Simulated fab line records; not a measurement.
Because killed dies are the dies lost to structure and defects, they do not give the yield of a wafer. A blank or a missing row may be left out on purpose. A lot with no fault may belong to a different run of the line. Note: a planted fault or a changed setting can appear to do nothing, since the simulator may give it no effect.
Chamber matching + flow nand-harc + NHARC_A_ZERO_WELL_ETCH_19 on rie-diel-07: 4 sister chambers
The step etches the open film in N2/H2, target depth 80 nm, overetch 24 nm, time 87.88 s. 30 wafers are shown with their chamber, then 12 later ones without.

## EACH WAFER AND ITS CHAMBER
| wafer  | chamber | showerhead-plenum-p-Torr (Torr) | drypump-motor-current-A (A) | rf-vpp-V (V) |
|--------|---------|---------------------------------|-----------------------------|--------------|
| L075.1 | 3       | 2.05                            | 5.9                         | 431.5        |
| L075.5 | 1       | 2.03                            | 6.3                         | 430.3        |
| L075.6 | 2       | 2.20                            | 6.1                         | 435.1        |
| L077.2 | 2       | 2.20                            | 6.1                         | 434.2        |
| L077.5 | 2       | 2.20                            | 6.1                         | 434.1        |
| L077.6 | 1       | 2.03                            | 6.3                         | 430.5        |
| L078.1 | 2       | 2.20                            | 6.1                         | 433.6        |
| L078.3 | 3       | 2.05                            | 5.9                         | 431.2        |
| L078.5 | 0       | 1.97                            | 5.7                         | 428.9        |
| L079.3 | 0       | 1.97                            | 5.8                         | 430.0        |
| L079.5 | 3       | 2.05                            | 5.9                         | 430.1        |
| L079.6 | 0       | 1.97                            | 5.8                         | 428.6        |
| L080.4 | 0       | 1.97                            | 5.7                         | 430.1        |
| L080.5 | 2       | 2.19                            | 6.1                         | 433.2        |
| L080.6 | 1       | 2.03                            | 6.3                         | 430.5        |
| L081.1 | 0       | 1.96                            | 5.7                         | 430.0        |
| L081.2 | 2       | 2.20                            | 6.1                         | 434.7        |
| L081.3 | 3       | 2.05                            | 5.9                         | 429.4        |
| L085.2 | 1       | 2.03                            | 6.3                         | 430.5        |
| L085.3 | 2       | 2.19                            | 6.1                         | 434.2        |
| L085.4 | 1       | 2.03                            | 6.3                         | 430.7        |
| L086.1 | 0       | 1.97                            | 5.7                         | 427.8        |
| L086.4 | 0       | 1.96                            | 5.7                         | 429.3        |
| L086.6 | 2       | 2.19                            | 6.1                         | 435.9        |
| L088.2 | 1       | 2.02                            | 6.2                         | 430.7        |
| L088.3 | 0       | 1.96                            | 5.7                         | 427.7        |
| L088.5 | 3       | 2.05                            | 5.9                         | 432.1        |
| L089.3 | 1       | 2.02                            | 6.3                         | 431.1        |
| L089.4 | 0       | 1.96                            | 5.7                         | 428.5        |
| L089.5 | 0       | 1.96                            | 5.7                         | 427.9        |

SIGNATURES (means of the wafers above)
| reading                  | chamber 0 | chamber 1 | chamber 2 | chamber 3 | scatter within a chamber |
|--------------------------|-----------|-----------|-----------|-----------|--------------------------|
| showerhead-plenum-p-Torr | 1.9650    | 2.0271    | 2.1963    | 2.0500    | 0.00472                  |
| drypump-motor-current-A  | 5.720     | 6.286     | 6.100     | 5.900     | 0.0307                   |
| rf-vpp-V                 | 428.880   | 430.614   | 434.375   | 430.860   | 0.836                    |
Rule: distance of a wafer from a chamber = root of the sum over the readings of ((wafer's reading minus chamber's mean) / reading's scatter) squared. The wafer belongs to the nearest chamber; if the next one is less than 2 further off, it can't be placed. The scatter is the square root of a quotient: the sum, over the shown wafers, of each reading's squared deviation from its chamber's mean, divided by wafers minus chambers.

## WAFERS WITH NO CHAMBER GIVEN
| wafer  | showerhead-plenum-p-Torr (Torr) | drypump-motor-current-A (A) | rf-vpp-V (V) |
|--------|---------------------------------|-----------------------------|--------------|
| L092.1 | 2.05                            | 5.9                         | 429.8        |
| L092.2 | 2.19                            | 6.1                         | 433.6        |
| L092.5 | 2.02                            | 6.3                         | 429.7        |
| L093.3 | 2.19                            | 6.1                         | 434.3        |
| L093.5 | 2.02                            | 6.3                         | 430.9        |
| L093.6 | 1.96                            | 5.7                         | 429.0        |
| L094.1 | 1.96                            | 5.7                         | 428.7        |
| L094.4 | 2.19                            | 6.1                         | 435.4        |
| L094.5 | 1.96                            | 5.7                         | 428.2        |
| L096.1 | 2.02                            | 6.3                         | 430.0        |
| L096.5 | 2.05                            | 5.9                         | 430.1        |
| L096.6 | 2.19                            | 6.1                         | 435.0        |

## WHICH CHAMBER EACH WENT THROUGH
| wafer  | from the rows above | in truth |
|--------|---------------------|----------|
| L092.1 | 3                   | 3        |
| L092.2 | 2                   | 2        |
| L092.5 | 1                   | 1        |
| L093.3 | 2                   | 2        |
| L093.5 | 1                   | 1        |
| L093.6 | 0                   | 0        |
| L094.1 | 0                   | 0        |
| L094.4 | 2                   | 2        |
| L094.5 | 0                   | 0        |
| L096.1 | 1                   | 1        |
| L096.5 | 3                   | 3        |
| L096.6 | 2                   | 2        |
Placed correctly: 12 of 12. Not placeable from these rows: 0. Wrongly placed: 0.
